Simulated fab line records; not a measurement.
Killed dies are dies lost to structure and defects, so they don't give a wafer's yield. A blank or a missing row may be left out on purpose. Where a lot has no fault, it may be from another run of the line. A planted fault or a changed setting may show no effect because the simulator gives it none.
Chamber matching || flow n5 finfet || 4 sister chambers for N5_HKMG_FIN_DESCUM_53 on rie diel-04
The step chemistry O2, time 7.9 s. 4 wafers are shown with their chamber, then 8 later ones without.

## WAFERS, EACH WITH ITS CHAMBER
{"wafer": "L085.3", "chamber": 3, "showerhead plenum p Torr (Torr)": 2.14}
{"wafer": "L088.1", "chamber": 0, "showerhead plenum p Torr (Torr)": 2.14}
{"wafer": "L088.2", "chamber": 2, "showerhead plenum p Torr (Torr)": 2.08}
{"wafer": "L091.1", "chamber": 1, "showerhead plenum p Torr (Torr)": 2.05}

## WAFERS WITH NO CHAMBER GIVEN
{"wafer": "L091.3", "showerhead plenum p Torr (Torr)": 2.08}
{"wafer": "L091.6", "showerhead plenum p Torr (Torr)": 2.08}
{"wafer": "L092.1", "showerhead plenum p Torr (Torr)": 2.13}
{"wafer": "L092.2", "showerhead plenum p Torr (Torr)": 2.08}
{"wafer": "L092.6", "showerhead plenum p Torr (Torr)": 2.08}
{"wafer": "L096.2", "showerhead plenum p Torr (Torr)": 2.07}
{"wafer": "L096.3", "showerhead plenum p Torr (Torr)": 2.13}
{"wafer": "L096.6", "showerhead plenum p Torr (Torr)": 2.07}

## WHICH CHAMBER EACH ONE RAN IN
{"wafer": "L091.3", "from the rows above": 2, "in truth": 2}
{"wafer": "L091.6", "from the rows above": 2, "in truth": 2}
{"wafer": "L092.1", "from the rows above": "can't be placed: 0 or 3", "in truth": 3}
{"wafer": "L092.2", "from the rows above": 2, "in truth": 2}
{"wafer": "L092.6", "from the rows above": 2, "in truth": 2}
{"wafer": "L096.2", "from the rows above": "can't be placed: 2 or 1", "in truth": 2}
{"wafer": "L096.3", "from the rows above": "can't be placed: 0 or 3", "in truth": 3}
{"wafer": "L096.6", "from the rows above": "can't be placed: 2 or 1", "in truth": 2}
4 of 8 placed correctly. These rows do not allow placing 4 (true chamber among the candidates in 4). Wrongly placed: 0.
How it was worked out, from the rows above alone: a wafer's distance from a chamber is the root of the sum, over the readings, of the square of ((its reading less the chamber's mean) divided by the reading's scatter). The wafer belongs to the nearest chamber; if the next one is less than 2 further off, it can't be placed. Each chamber's mean is taken over the wafers shown for it. The scatter (one wafer shown for each chamber): square how far every hidden wafer sits from the nearest shown wafer, average those squares and take the square root.
